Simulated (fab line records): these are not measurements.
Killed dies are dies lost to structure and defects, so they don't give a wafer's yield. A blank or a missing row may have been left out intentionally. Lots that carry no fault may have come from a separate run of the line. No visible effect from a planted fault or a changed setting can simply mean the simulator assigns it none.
Chamber matching || flow nand_harc || 4 sister chambers for NHARC_A_CHANNEL_HOLE_D2_DESCUM_15 on rie_diel-08
The step chemistry O2, time 3 s. 7 wafers are shown with their chamber, then 8 later ones without.

== WAFERS PAIRED WITH THEIR CHAMBERS ==
{"wafer": "L079.2", "chamber": 1, "oes_product_au (a.u.)": 0.989, "rf_vpp_V (V)": 57.6}
{"wafer": "L085.2", "chamber": 2, "oes_product_au (a.u.)": 0.996, "rf_vpp_V (V)": 59.0}
{"wafer": "L085.3", "chamber": 0, "oes_product_au (a.u.)": 0.990, "rf_vpp_V (V)": 57.5}
{"wafer": "L086.1", "chamber": 3, "oes_product_au (a.u.)": 1.013, "rf_vpp_V (V)": 57.1}
{"wafer": "L086.2", "chamber": 2, "oes_product_au (a.u.)": 1.003, "rf_vpp_V (V)": 57.4}
{"wafer": "L086.5", "chamber": 3, "oes_product_au (a.u.)": 1.023, "rf_vpp_V (V)": 57.8}
{"wafer": "L089.1", "chamber": 0, "oes_product_au (a.u.)": 0.990, "rf_vpp_V (V)": 56.1}

== WAFERS MISSING THEIR CHAMBER ==
{"wafer": "L089.2", "oes_product_au (a.u.)": 1.011, "rf_vpp_V (V)": 57.3}
{"wafer": "L089.4", "oes_product_au (a.u.)": 1.017, "rf_vpp_V (V)": 57.9}
{"wafer": "L092.1", "oes_product_au (a.u.)": 0.989, "rf_vpp_V (V)": 56.9}
{"wafer": "L092.3", "oes_product_au (a.u.)": 1.017, "rf_vpp_V (V)": 57.4}
{"wafer": "L092.4", "oes_product_au (a.u.)": 0.993, "rf_vpp_V (V)": 57.3}
{"wafer": "L097.3", "oes_product_au (a.u.)": 0.994, "rf_vpp_V (V)": 58.8}
{"wafer": "L097.5", "oes_product_au (a.u.)": 1.003, "rf_vpp_V (V)": 58.1}
{"wafer": "L097.6", "oes_product_au (a.u.)": 1.021, "rf_vpp_V (V)": 58.3}

== CHAMBER TAKEN BY EACH ==
{"wafer": "L089.2", "from the rows above": "can't be placed: 3 or 2", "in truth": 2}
{"wafer": "L089.4", "from the rows above": 3, "in truth": 3}
{"wafer": "L092.1", "from the rows above": "can't be placed: 0 or 1", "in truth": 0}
{"wafer": "L092.3", "from the rows above": 3, "in truth": 3}
{"wafer": "L092.4", "from the rows above": "can't be placed: 0 or 1 or 2", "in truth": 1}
{"wafer": "L097.3", "from the rows above": "can't be placed: 2 or 1 or 0", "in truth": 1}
{"wafer": "L097.5", "from the rows above": 2, "in truth": 2}
{"wafer": "L097.6", "from the rows above": 3, "in truth": 3}
Correct placement for 4 of the 8. From these rows, 4 cannot be placed; in 4 the true chamber is one of the candidates. 0 placed wrongly.
How it was worked out, from the rows above alone: a wafer's distance from a chamber is the root of the sum, over the readings, of the square of ((its reading less the chamber's mean) divided by the reading's scatter). If the next closest chamber is less than 2 further off than the closest, the wafer can't be placed; otherwise it belongs to the closest. The mean given for a chamber averages the wafers shown for that chamber. The scatter: take each reading less its chamber's mean, square it, sum over the shown wafers, divide by the number of wafers less the number of chambers, and take the root.
